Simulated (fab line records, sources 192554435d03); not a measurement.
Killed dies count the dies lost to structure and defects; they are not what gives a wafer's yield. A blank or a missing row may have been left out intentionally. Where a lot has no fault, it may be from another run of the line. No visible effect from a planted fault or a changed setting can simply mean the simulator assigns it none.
fab line records	flow n5-finfet
record lots=24	wafers=72	last-day=17
route steps=1938 shown BEOL_M6@1252 BEOL_M7@1277
lots untouched by any fault: they come from a run of this same line in which no faults occurred
start-h: hours from the record's first day to the start of the lot's first wafer shown	wait-h: time in hours since the lot's previous step	" as in the row above	L1.1+2: one row covering several wafers at once	- no value, or no start was given	* or withheld: withheld	< > ~ a bound
route shown NAME@n: a module of which the file shows steps, and the number in the route of the first	usual: mean/standard deviation taken from wafers without a fault	same: alike in all rows	chamber/n: place in a boat	sites: the reading at each site	_std_site: standard deviation of those values	_edge_site: mean of outer sites minus mean of inner sites	radius-mm: for every site, how far away it sits from the centre of the wafer	mask NAME#n: copy n	behind: the most recent tool/chamber to have shaped the wafer	hold: what put the lot on hold/how long, in hours/how the hold closed	device: which transistor (n, p or np) failed to switch	end of line: at the end of the route, the tests of the same wafers	a step with no rows: only its recipe	killed: not the wafer's yield, but the dies lost to structure and defects at the first sort	map: the dies of a wafer, with x for killed, . for not killed, _ for no die there
set.NAME: the setting the step ran with; set.NAME@STEP: the setting that earlier step ran with	model.NAME: the simulator's own value behind a step, which no gauge read
one table for each step of the route and one row for each wafer, over a sample of lots
services: the hour from which a tool's chamber was out of use, counted from the record's first day as start-h (under 0 if before that day), plus the number of hours and why
## steps
# step N5_BEOL_M6_SURFACE_TREAT_79
# recipe gas=Ar	time-s=*	ion-energy-ev=*	ion-current-ma-cm2=0.5	pressure-mtorr=*	ar-flow-sccm=30
# usual throttle-valve-pct=*
# same time-s=*
lot.wafer	tool	chamber	start-h	wait-h	throttle-valve-pct
L074.2	pvd-sputter-01	-	195.54	1.5	*
L074.3	"	-	"	"	*
L074.5	"	-	"	"	*
L076.1	pvd-sputter-02	-	196.79	0.2	*
L076.2	"	-	"	"	*
L076.5	"	-	"	"	*
L075.2	pvd-sputter-03	-	206.36	0.2	*
L075.3	"	-	"	"	*
L075.4	"	-	"	"	*
L077.1	pvd-sputter-03	-	209.17	1.2	*
L077.2	"	-	"	"	*
L077.3	"	-	"	"	*
L078.2	pvd-sputter-03	-	213.99	0.2	*
L078.3	"	-	"	"	*
L078.6	"	-	"	"	*
L079.1	pvd-sputter-02	-	223.78	1.4	*
L079.4	"	-	"	"	*
L079.5	"	-	"	"	*
L080.2	pvd-sputter-02	-	226.82	1.8	*
L080.3	"	-	"	"	*
L080.6	"	-	"	"	*
L081.1	pvd-sputter-03	-	238.41	0.2	*
L081.3	"	-	"	"	*
L081.6	"	-	"	"	*
L083.1	pvd-sputter-02	-	243.03	0.2	*
L083.2	"	-	"	"	*
L083.6	"	-	"	"	*
L082.2	pvd-sputter-01	-	250.01	1.8	*
L082.3	"	-	"	"	*
L082.5	"	-	"	"	*
L084.2	pvd-sputter-02	-	250.45	0.2	*
L084.3	"	-	"	"	*
L084.6	"	-	"	"	*
L085.1	pvd-sputter-01	-	270.48	1.5	*
L085.2	"	-	"	"	*
L085.3	"	-	"	"	*
L088.1	pvd-sputter-02	-	271.93	0.2	*
L088.4	"	-	"	"	*
L088.5	"	-	"	"	*
L086.3	pvd-sputter-03	-	276.14	0.3	*
L086.5	"	-	"	"	*
L086.6	"	-	"	"	*
L087.3	pvd-sputter-02	-	277.38	0.9	*
L087.4	"	-	"	"	*
L087.5	"	-	"	"	*
L091.2	pvd-sputter-02	-	278.98	0.2	*
L091.3	"	-	"	"	*
L091.6	"	-	"	"	*
L090.3	pvd-sputter-02	-	283.21	0.5	*
L090.4	"	-	"	"	*
L090.5	"	-	"	"	*
L089.1	pvd-sputter-02	-	283.29	0.4	*
L089.2	"	-	"	"	*
L089.6	"	-	"	"	*
L092.1	pvd-sputter-03	-	301.74	2.0	*
L092.2	"	-	"	"	*
L092.5	"	-	"	"	*
L093.1	pvd-sputter-01	-	308.84	1.7	*
L093.2	"	-	"	"	*
L093.5	"	-	"	"	*
L094.1	pvd-sputter-02	-	309.30	0.2	*
L094.2	"	-	"	"	*
L094.4	"	-	"	"	*
L095.1	pvd-sputter-03	-	311.95	1.5	*
L095.3	"	-	"	"	*
L095.6	"	-	"	"	*
L097.1	pvd-sputter-03	-	329.77	0.2	*
L097.4	"	-	"	"	*
L097.6	"	-	"	"	*
L096.2	pvd-sputter-03	-	332.37	1.6	*
L096.5	"	-	"	"	*
L096.6	"	-	"	"	*
# step N5_BEOL_M7_OVL_MEAS_12
# recipe points-per-wafer=44
# usual M7_OVL=0.2/0.69
lot.wafer	tool	chamber	start-h	wait-h	M7_OVL[nm]
L074.2	overlay-02	0	198.31	0.0	0.4
L074.3	"	0	"	"	0.5
L074.5	"	0	"	"	-0.8
L076.1	overlay-02	0	201.44	0.0	-0.6
L076.2	"	0	"	"	0.3
L076.5	"	0	"	"	-0.2
L075.2	overlay-02	0	210.60	0.0	0.0
L075.3	"	0	"	"	0.1
L075.4	"	0	"	"	-0.8
L077.1	overlay-02	0	213.45	0.0	0.1
L077.2	"	0	"	"	-0.5
L077.3	"	0	"	"	0.1
L078.2	overlay-02	0	217.07	0.0	-1.0
L078.3	"	0	"	"	-0.8
L078.6	"	0	"	"	0.6
L079.1	overlay-02	0	227.79	0.0	-0.7
L079.4	"	0	"	"	-0.1
L079.5	"	0	"	"	0.4
L080.2	overlay-01	0	230.67	0.0	1.6
L080.3	"	0	"	"	1.0
L080.6	"	0	"	"	0.9
L081.1	overlay-02	0	242.56	0.0	-0.1
L081.3	"	0	"	"	-0.2
L081.6	"	0	"	"	-0.3
L083.1	overlay-02	0	246.52	0.0	0.8
L083.2	"	0	"	"	-0.4
L083.6	"	0	"	"	-0.3
L082.2	overlay-01	0	254.04	0.0	0.6
L082.3	"	0	"	"	1.1
L082.5	"	0	"	"	0.5
L084.2	overlay-02	0	254.21	0.0	0.3
L084.3	"	0	"	"	0.4
L084.6	"	0	"	"	-0.1
L085.1	overlay-02	0	275.32	0.0	0.4
L085.2	"	0	"	"	-0.2
L085.3	"	0	"	"	0.2
L088.1	overlay-02	0	275.78	0.0	-0.6
L088.4	"	0	"	"	-0.1
L088.5	"	0	"	"	0.4
L086.3	overlay-01	0	279.51	0.0	0.6
L086.5	"	0	"	"	0.9
L086.6	"	0	"	"	0.3
L087.3	overlay-02	0	282.04	0.0	0.0
L087.4	"	0	"	"	-1.0
L087.5	"	0	"	"	0.1
L091.2	overlay-02	0	282.45	0.0	0.7
L091.3	"	0	"	"	1.5
L091.6	"	0	"	"	0.3
L090.3	overlay-01	0	285.77	0.0	0.1
L090.4	"	0	"	"	1.1
L090.5	"	0	"	"	0.9
L089.1	overlay-02	0	287.87	0.0	-0.8
L089.2	"	0	"	"	1.0
L089.6	"	0	"	"	1.1
L092.1	overlay-01	0	306.37	0.0	0.2
L092.2	"	0	"	"	0.7
L092.5	"	0	"	"	0.5
L093.1	overlay-02	0	312.67	0.0	0.6
L093.2	"	0	"	"	0.5
L093.5	"	0	"	"	0.6
L094.1	overlay-02	0	313.35	0.0	-0.4
L094.2	"	0	"	"	-0.4
L094.4	"	0	"	"	-0.7
L095.1	overlay-01	0	316.46	0.0	0.4
L095.3	"	0	"	"	1.0
L095.6	"	0	"	"	1.7
L097.1	overlay-01	0	333.36	0.0	0.5
L097.4	"	0	"	"	1.1
L097.6	"	0	"	"	0.8
L096.2	overlay-01	0	336.33	0.0	0.4
L096.5	"	0	"	"	0.6
L096.6	"	0	"	"	0.5
# step N5_BEOL_M7_OVL_MEAS_29
# recipe points-per-wafer=522
# usual V6_OVL=0.6/0.84
lot.wafer	tool	chamber	start-h	wait-h	V6_OVL[nm]
L074.2	overlay-01	0	200.85	0.0	0.8
L074.3	"	0	"	"	0.7
L074.5	"	0	"	"	1.8
L076.1	overlay-02	0	204.92	0.0	-0.1
L076.2	"	0	"	"	-0.5
L076.5	"	0	"	"	-0.9
L075.2	overlay-01	0	212.57	0.0	-1.1
L075.3	"	0	"	"	0.5
L075.4	"	0	"	"	-0.6
L077.1	overlay-01	0	214.49	0.0	1.2
L077.2	"	0	"	"	1.5
L077.3	"	0	"	"	0.7
L078.2	overlay-01	0	219.02	0.0	1.8
L078.3	"	0	"	"	1.6
L078.6	"	0	"	"	1.8
L079.1	overlay-02	0	229.21	0.0	1.4
L079.4	"	0	"	"	2.1
L079.5	"	0	"	"	2.0
L080.2	overlay-02	0	232.17	0.0	1.1
L080.3	"	0	"	"	1.9
L080.6	"	0	"	"	0.7
L081.1	overlay-02	0	245.09	0.0	0.7
L081.3	"	0	"	"	0.1
L081.6	"	0	"	"	0.6
L083.1	overlay-01	0	247.48	0.0	-0.2
L083.2	"	0	"	"	-0.6
L083.6	"	0	"	"	-0.3
L082.2	overlay-01	0	255.10	0.0	-0.3
L082.3	"	0	"	"	-1.2
L082.5	"	0	"	"	-0.3
L084.2	overlay-02	0	255.27	0.0	0.5
L084.3	"	0	"	"	0.4
L084.6	"	0	"	"	1.0
L088.1	overlay-01	0	277.42	0.0	1.3
L088.4	"	0	"	"	1.9
L088.5	"	0	"	"	1.2
L085.1	overlay-01	0	277.61	0.0	-0.3
L085.2	"	0	"	"	-1.1
L085.3	"	0	"	"	0.0
L086.3	overlay-02	0	281.07	0.0	0.2
L086.5	"	0	"	"	0.5
L086.6	"	0	"	"	0.5
L087.3	overlay-01	0	282.99	0.0	0.0
L087.4	"	0	"	"	0.6
L087.5	"	0	"	"	-0.7
L091.2	overlay-02	0	283.46	0.0	0.7
L091.3	"	0	"	"	0.4
L091.6	"	0	"	"	0.1
L090.3	overlay-01	0	287.01	0.0	0.3
L090.4	"	0	"	"	0.2
L090.5	"	0	"	"	-0.2
L089.1	overlay-02	0	291.76	0.0	0.1
L089.2	"	0	"	"	-0.7
L089.6	"	0	"	"	0.1
L092.1	overlay-01	0	308.38	0.0	0.6
L092.2	"	0	"	"	1.9
L092.5	"	0	"	"	1.1
L094.1	overlay-01	0	314.77	0.0	0.7
L094.2	"	0	"	"	1.1
L094.4	"	0	"	"	1.7
L093.1	overlay-02	0	315.11	0.0	0.0
L093.2	"	0	"	"	0.9
L093.5	"	0	"	"	-0.2
L095.1	overlay-02	0	318.66	0.0	1.8
L095.3	"	0	"	"	2.0
L095.6	"	0	"	"	1.7
L097.1	overlay-02	0	335.38	0.0	1.5
L097.4	"	0	"	"	1.0
L097.6	"	0	"	"	1.3
L096.2	overlay-01	0	337.34	0.0	1.4
L096.5	"	0	"	"	0.4
L096.6	"	0	"	"	0.8
# step N5_BEOL_M7_STRIP_36
# recipe chemistry=N2/H2	power-w=450	temp-c=40	pressure-mtorr=20	rf-frequency-hz=6e+07	overash-fraction=0.3	bias-power-w=7	h2-frac=0.5	n2-flow-sccm=200	h2-flow-sccm=200
# usual drypump-motor-current-A=5.8/0.42	n2-flow-sccm=199.9/0.61	oes-product-au=0.80/0.066	rf-vpp-V=59.0/1.5	showerhead-plenum-p-Torr=2.55/0.087	throttle-valve-pct=23.61/0.24
lot.wafer	tool	chamber	start-h	wait-h	drypump-motor-current-A	n2-flow-sccm	oes-product-au	rf-hours-counter-h	rf-vpp-V	showerhead-plenum-p-Torr	throttle-valve-pct
L074.2	rie-diel-05	1	201.17	0.0	6.1	200.8	0.77	115	57.8	2.44	23.61
L074.3	"	0	"	"	5.9	200.2	0.94	15	59.1	2.60	23.82
L074.5	"	0	"	"	5.9	200.1	0.94	-	58.3	2.60	23.79
L076.1	rie-diel-05	1	206.00	0.0	6.1	199.3	0.79	117	58.6	2.44	23.61
L076.2	"	0	"	"	5.9	201.0	0.92	17	57.4	2.60	23.79
L076.5	"	3	"	"	6.2	200.2	0.72	-	60.4	2.61	23.72
L075.2	rie-diel-04	3	213.01	0.0	5.7	200.3	0.93	8	61.0	2.69	23.32
L075.3	"	1	"	"	5.9	199.2	0.85	60	58.0	2.69	23.72
L075.4	"	0	"	"	5.1	200.6	0.76	166	57.9	2.51	23.32
L077.1	rie-diel-01	3	214.81	0.0	6.0	198.9	0.78	162	63.1	2.53	23.25
L077.2	"	2	"	"	5.2	200.1	0.79	116	56.6	2.44	23.74
L077.3	"	1	"	"	6.3	201.0	0.83	74	60.9	2.47	23.62
L078.2	rie-diel-01	2	219.34	0.0	5.2	199.2	0.79	118	60.2	2.44	23.74
L078.3	"	1	"	"	6.3	200.1	0.84	75	59.6	2.47	23.61
L078.6	"	3	"	"	6.0	199.9	0.77	-	60.3	2.53	23.23
L079.1	rie-diel-05	2	229.54	0.0	5.3	199.5	0.78	123	58.4	2.57	23.96
L079.4	"	3	"	"	6.2	199.8	0.71	238	60.1	2.61	23.69
L079.5	"	0	"	"	5.9	200.4	0.91	-	59.7	2.60	23.80
L080.2	rie-diel-05	1	232.49	0.0	6.1	200.0	0.77	125	58.3	2.44	23.62
L080.3	"	0	"	"	5.9	199.8	0.91	25	58.4	2.59	23.79
L080.6	"	0	"	"	5.9	199.7	0.92	-	59.8	2.59	23.83
L081.1	rie-diel-04	2	245.68	0.0	5.6	199.9	0.89	32	58.8	2.69	23.02
L081.3	"	1	"	"	5.8	199.4	0.83	70	57.1	2.68	23.74
L081.6	"	2	"	"	5.6	199.9	0.88	-	60.9	2.69	23.04
L083.1	rie-diel-05	2	247.81	0.0	5.3	200.0	0.76	128	59.0	2.57	23.91
L083.2	"	0	"	"	6.0	200.0	0.90	29	59.3	2.59	23.79
L083.6	"	3	"	"	6.2	200.0	0.71	-	57.8	2.60	23.69
L082.2	rie-diel-04	0	256.93	0.0	5.1	200.0	0.75	179	57.7	2.50	23.33
L082.3	"	3	"	"	5.7	200.1	0.88	22	58.8	2.68	23.32
L082.5	"	1	"	"	5.9	199.3	0.82	-	59.6	2.68	23.77
L084.2	rie-diel-01	0	256.94	0.0	6.1	200.7	0.72	206	62.5	2.62	23.67
L084.3	"	1	"	"	6.4	199.3	0.82	90	59.6	2.46	23.64
L084.6	"	1	"	"	6.4	200.1	0.82	-	60.0	2.46	23.70
L088.1	rie-diel-04	2	278.32	0.0	5.6	199.9	0.87	36	58.6	2.69	23.08
L088.4	"	3	"	"	5.8	199.7	0.89	30	60.0	2.68	23.37
L088.5	"	0	"	"	5.1	199.1	0.74	-	57.2	2.50	23.34
L085.1	rie-diel-01	2	278.69	0.0	5.2	199.9	0.77	138	56.5	2.43	23.76
L085.2	"	0	"	"	6.1	199.6	0.72	214	61.7	2.62	23.65
L085.3	"	1	"	"	6.3	200.6	0.80	98	59.7	2.46	23.71
L086.3	rie-diel-05	1	281.38	0.0	6.1	199.2	0.75	139	58.0	2.43	23.62
L086.5	"	1	"	"	6.1	199.4	0.75	-	58.9	2.43	23.63
L086.6	"	2	"	"	5.3	198.0	0.77	-	57.4	2.56	23.98
L087.3	rie-diel-01	2	283.31	0.0	5.2	200.7	0.75	140	57.8	2.43	23.77
L087.4	"	3	"	"	6.0	200.9	0.74	186	59.8	2.52	23.25
L087.5	"	2	"	"	5.2	200.6	0.77	-	57.4	2.43	23.76
L091.2	rie-diel-05	1	283.80	0.0	6.2	200.7	0.77	140	62.5	2.43	23.65
L091.3	"	2	"	"	5.3	200.1	0.75	139	57.0	2.56	23.92
L091.6	"	2	"	"	5.3	199.9	0.76	-	57.6	2.56	23.97
L090.3	rie-diel-01	3	287.32	0.0	6.0	197.9	0.76	187	57.3	2.52	23.22
L090.4	"	1	"	"	6.3	199.9	0.79	101	59.3	2.46	23.67
L090.5	"	0	"	"	6.1	200.3	0.71	-	61.3	2.61	23.67
L089.1	rie-diel-05	2	292.09	0.0	5.3	199.8	0.75	142	57.3	2.56	23.95
L089.2	"	1	"	"	6.1	198.9	0.75	144	59.8	2.43	23.64
L089.6	"	2	"	"	5.3	200.7	0.75	-	60.4	2.56	23.93
L092.1	rie-diel-04	1	308.71	0.0	5.9	199.7	0.82	90	59.6	2.67	23.77
L092.2	"	2	"	"	5.6	200.4	0.87	45	57.9	2.68	23.06
L092.5	"	3	"	"	5.7	200.7	0.87	-	58.9	2.68	23.39
L094.1	rie-diel-01	3	315.10	0.0	6.0	200.2	0.74	196	58.6	2.51	23.29
L094.2	"	2	"	"	5.1	199.7	0.77	150	59.5	2.43	23.82
L094.4	"	1	"	"	6.4	200.3	0.78	109	57.1	2.46	23.66
L093.1	rie-diel-01	1	315.50	0.0	6.3	200.5	0.79	110	59.0	2.46	23.65
L093.2	"	0	"	"	6.1	200.2	0.71	225	57.9	2.61	23.69
L093.5	"	3	"	"	6.0	199.3	0.75	-	60.6	2.51	23.25
L095.1	rie-diel-01	2	319.43	0.0	5.1	199.7	0.76	151	60.2	2.43	23.80
L095.3	"	1	"	"	6.3	200.5	0.80	111	58.8	2.46	23.66
L095.6	"	3	"	"	6.0	199.6	0.74	-	58.1	2.51	23.29
L097.1	rie-diel-04	0	335.85	0.0	5.1	199.3	0.72	203	60.0	2.49	23.36
L097.4	"	1	"	"	5.9	199.8	0.80	97	57.9	2.67	23.80
L097.6	"	1	"	"	5.9	200.3	0.80	-	56.5	2.67	23.81
L096.2	rie-diel-05	2	337.66	0.0	5.3	199.8	0.75	157	57.7	2.56	23.99
L096.5	"	3	"	"	6.2	200.3	0.97	-	60.2	2.60	23.37
L096.6	"	0	"	"	5.9	200.2	0.85	-	59.0	2.58	23.89
# step N5_BEOL_M7_DEGAS_44
# recipe ambient=vacuum	temp-c=250	time-s=60
# usual heater-power-w=322/39
# same time-s=60
lot.wafer	tool	chamber	start-h	wait-h	heater-power-w
L074.2	pvd-sputter-02	-	201.97	0.3	276
L074.3	"	-	"	"	353
L074.5	"	-	"	"	358
L076.1	pvd-sputter-02	-	206.74	0.3	382
L076.2	"	-	"	"	272
L076.5	"	-	"	"	269
L075.2	pvd-sputter-03	-	213.91	0.3	279
L075.3	"	-	"	"	266
L075.4	"	-	"	"	380
L077.1	pvd-sputter-01	-	215.68	0.4	334
L077.2	"	-	"	"	341
L077.3	"	-	"	"	319
L078.2	pvd-sputter-02	-	220.34	0.5	376
L078.3	"	-	"	"	276
L078.6	"	-	"	"	361
L079.1	pvd-sputter-02	-	230.42	0.4	292
L079.4	"	-	"	"	278
L079.5	"	-	"	"	272
L080.2	pvd-sputter-01	-	233.91	0.3	319
L080.3	"	-	"	"	323
L080.6	"	-	"	"	316
L081.1	pvd-sputter-03	-	246.49	0.4	277
L081.3	"	-	"	"	276
L081.6	"	-	"	"	274
L083.1	pvd-sputter-01	-	250.13	1.7	317
L083.2	"	-	"	"	322
L083.6	"	-	"	"	339
L082.2	pvd-sputter-02	-	258.40	1.0	269
L082.3	"	-	"	"	382
L082.5	"	-	"	"	291
L084.2	pvd-sputter-02	-	258.48	0.8	268
L084.3	"	-	"	"	353
L084.6	"	-	"	"	380
L088.1	pvd-sputter-02	-	279.17	0.3	368
L088.4	"	-	"	"	266
L088.5	"	-	"	"	271
L085.1	pvd-sputter-01	-	279.47	0.3	340
L085.2	"	-	"	"	320
L085.3	"	-	"	"	314
L086.3	pvd-sputter-01	-	282.49	0.5	353
L086.5	"	-	"	"	317
L086.6	"	-	"	"	340
L087.3	pvd-sputter-02	-	284.25	0.4	384
L087.4	"	-	"	"	284
L087.5	"	-	"	"	290
L091.2	pvd-sputter-03	-	284.78	0.5	273
L091.3	"	-	"	"	278
L091.6	"	-	"	"	270
L090.3	pvd-sputter-01	-	288.06	0.2	318
L090.4	"	-	"	"	322
L090.5	"	-	"	"	318
L089.1	pvd-sputter-01	-	292.94	0.4	311
L089.2	"	-	"	"	317
L089.6	"	-	"	"	316
L092.1	pvd-sputter-03	-	309.55	0.3	275
L092.2	"	-	"	"	342
L092.5	"	-	"	"	338
L094.1	pvd-sputter-02	-	316.03	0.5	352
L094.2	"	-	"	"	287
L094.4	"	-	"	"	262
L093.1	pvd-sputter-03	-	316.84	0.5	383
L093.2	"	-	"	"	345
L093.5	"	-	"	"	278
L095.1	pvd-sputter-02	-	321.35	1.5	355
L095.3	"	-	"	"	290
L095.6	"	-	"	"	355
L097.1	pvd-sputter-02	-	336.99	0.7	288
L097.4	"	-	"	"	378
L097.6	"	-	"	"	355
L096.2	pvd-sputter-02	-	338.41	0.3	268
L096.5	"	-	"	"	366
L096.6	"	-	"	"	273
# step N5_BEOL_M7_THK_MEAS_53
# recipe thk-meas-gauge=xrf	reads=Cu_of_BEOL_M7_ECD_50
# usual M7_THK=79.8/2.4
lot.wafer	tool	chamber	start-h	wait-h	M7_THK[nm]
L074.2	film-metro-02	-	203.62	-	80.4
L074.3	"	-	"	"	75.8
L074.5	"	-	"	"	76.3
L076.1	film-metro-01	-	209.30	-	75.9
L076.2	"	-	"	"	75.0
L076.5	"	-	"	"	78.9
L075.2	film-metro-02	-	215.98	-	82.3
L075.3	"	-	"	"	83.9
L075.4	"	-	"	"	83.4
L077.1	film-metro-01	-	217.43	-	81.0
L077.2	"	-	"	"	81.6
L077.3	"	-	"	"	80.3
L078.2	film-metro-02	-	221.96	-	77.3
L078.3	"	-	"	"	77.6
L078.6	"	-	"	"	78.5
L079.1	film-metro-02	-	232.28	-	83.4
L079.4	"	-	"	"	81.0
L079.5	"	-	"	"	78.0
L080.2	film-metro-01	-	236.55	-	79.8
L080.3	"	-	"	"	75.7
L080.6	"	-	"	"	75.0
L081.1	film-metro-02	-	248.32	-	82.3
L081.3	"	-	"	"	81.5
L081.6	"	-	"	"	84.6
L083.1	film-metro-01	-	251.70	-	77.5
L083.2	"	-	"	"	77.5
L083.6	"	-	"	"	77.7
L082.2	film-metro-01	-	259.83	-	83.4
L082.3	"	-	"	"	84.5
L082.5	"	-	"	"	80.9
L084.2	film-metro-01	-	260.10	-	78.2
L084.3	"	-	"	"	79.9
L084.6	"	-	"	"	80.6
L088.1	film-metro-02	-	282.35	-	82.1
L088.4	"	-	"	"	81.5
L088.5	"	-	"	"	82.0
L085.1	film-metro-02	-	282.63	-	80.0
L085.2	"	-	"	"	78.4
L085.3	"	-	"	"	78.7
L086.3	film-metro-01	-	284.32	-	79.7
L086.5	"	-	"	"	79.1
L086.6	"	-	"	"	78.7
L087.3	film-metro-01	-	285.74	-	77.7
L087.4	"	-	"	"	78.5
L087.5	"	-	"	"	77.5
L091.2	film-metro-02	-	286.38	-	81.2
L091.3	"	-	"	"	81.0
L091.6	"	-	"	"	81.4
L090.3	film-metro-02	-	291.20	-	78.8
L090.4	"	-	"	"	79.7
L090.5	"	-	"	"	81.4
L089.1	film-metro-01	-	294.48	-	78.4
L089.2	"	-	"	"	76.6
L089.6	"	-	"	"	79.8
L092.1	film-metro-02	-	312.69	-	82.4
L092.2	"	-	"	"	81.7
L092.5	"	-	"	"	81.2
L094.1	film-metro-01	-	317.79	-	77.7
L094.2	"	-	"	"	78.6
L094.4	"	-	"	"	77.4
L093.1	film-metro-02	-	319.62	-	81.6
L093.2	"	-	"	"	82.0
L093.5	"	-	"	"	80.4
L095.1	film-metro-02	-	323.56	-	76.9
L095.3	"	-	"	"	77.5
L095.6	"	-	"	"	78.7
L097.1	film-metro-01	-	339.10	-	81.1
L097.4	"	-	"	"	82.5
L097.6	"	-	"	"	82.3
L096.2	film-metro-01	-	339.97	-	78.5
L096.5	"	-	"	"	82.0
L096.6	"	-	"	"	76.0
## services
tool	chamber	start-h	hours	kind
rie-diel-04	3	176.15	-	clean
rie-diel-04	3	176.15	-	consumable-replace:focus-ring
rie-diel-04	3	176.15	-	consumable-replace:showerhead
rie-diel-04	0	202.29	6.5	repair
rie-diel-05	2	205.97	1.6	repair
rie-diel-05	-	216.89	0.8	repair
rie-diel-04	2	233.69	4.1	repair
rie-diel-04	2	252.40	19.3	repair
rie-diel-05	3	276.30	-	clean
rie-diel-05	3	276.30	-	consumable-replace:focus-ring
rie-diel-05	3	276.30	31.9	scheduled-down
rie-diel-05	3	276.30	31.9	vent-cycle
rie-diel-01	2	332.04	7.0	repair
## key
fault none
